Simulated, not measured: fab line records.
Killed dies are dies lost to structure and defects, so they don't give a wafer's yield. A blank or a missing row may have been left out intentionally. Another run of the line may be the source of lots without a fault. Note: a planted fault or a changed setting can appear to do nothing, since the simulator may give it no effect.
Matching of chambers	flow nandHarc	NHARC_A_CONTACT_DEP_58 on pecvd-01: 3 sister chambers
The step deposits SiON, target thk 90 nm. 3 wafers are shown with their chamber, then 7 later ones without.

== WAFERS WITH THEIR CHAMBER ==
wafer	chamber	heaterPowerW (W)
L085.3	1	669
L091.2	2	743
L091.4	0	713

== WAFERS WITHOUT THEIR CHAMBER ==
wafer	heaterPowerW (W)
L091.5	739
L095.2	714
L095.4	711
L095.5	734
L097.2	659
L097.4	626
L097.6	664

== CHAMBER TAKEN BY EACH ==
wafer	from the rows above	in truth
L091.5	can't be placed: 2 or 0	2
L095.2	can't be placed: 0 or 2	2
L095.4	can't be placed: 0 or 2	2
L095.5	can't be placed: 2 or 0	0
L097.2	1	1
L097.4	1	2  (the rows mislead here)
L097.6	1	1
2 of 7 placed correctly. Can't be placed from these rows: 4 (the true chamber is among the candidates in 4). Number placed wrongly: 1.
How it was worked out, from the rows above alone: a wafer's distance from a chamber is the root of the sum, over the readings, of the square of ((its reading less the chamber's mean) divided by the reading's scatter). The wafer belongs to the nearest chamber; if the next one is less than 2 further off, it can't be placed. The mean given for a chamber averages the wafers shown for that chamber. The scatter (one wafer shown for each chamber): square how far every hidden wafer sits from the nearest shown wafer, average those squares and take the square root.
